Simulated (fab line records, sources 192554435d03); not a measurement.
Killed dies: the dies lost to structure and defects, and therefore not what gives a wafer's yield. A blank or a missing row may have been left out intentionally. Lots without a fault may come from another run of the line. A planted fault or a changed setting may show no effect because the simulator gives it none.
Matching of chambers    flow n5_finfet    rie_diel-04 running N5_BEOL_M9_STRIP_19: 4 sister chambers
The step strips in O2. 4 wafers are shown with their chamber, then 11 later ones without.

== WAFERS, EACH WITH ITS CHAMBER ==
wafer   chamber  drypump_motor_current_A (A)
L089.5  0        5.6
L090.4  2        6.2
L090.5  3        5.9
L094.1  1        6.2

== WAFERS MISSING THEIR CHAMBER ==
wafer   drypump_motor_current_A (A)
L094.5  5.9
L094.6  5.6
L097.2  5.6
L097.4  6.2
L097.5  6.2
L096.1  6.2
L096.2  5.7
L096.4  5.9
L095.2  6.3
L095.3  6.2
L095.4  5.6

== THE CHAMBER EACH PASSED THROUGH ==
wafer   from the rows above      in truth
L094.5  3                        3
L094.6  0                        0
L097.2  0                        0
L097.4  can't be placed: 1 or 2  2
L097.5  can't be placed: 1 or 2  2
L096.1  can't be placed: 1 or 2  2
L096.2  0                        0
L096.4  3                        3
L095.2  can't be placed: 1 or 2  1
L095.3  can't be placed: 1 or 2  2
L095.4  0                        0
Correctly placed: 6 of 11. Can't be placed from these rows: 5 (the true chamber is among the candidates in 5). Placed wrongly: 0.
How it was worked out, from the rows above alone: a wafer's distance from a chamber is the root of the sum, over the readings, of the square of ((its reading less the chamber's mean) divided by the reading's scatter). The wafer belongs to the nearest chamber; if the next one is less than 2 further off, it can't be placed. A chamber's mean is the mean of its shown wafers. The scatter: with one shown wafer a chamber, the root of the mean of the squares of how far each hidden wafer lies from its nearest shown one.
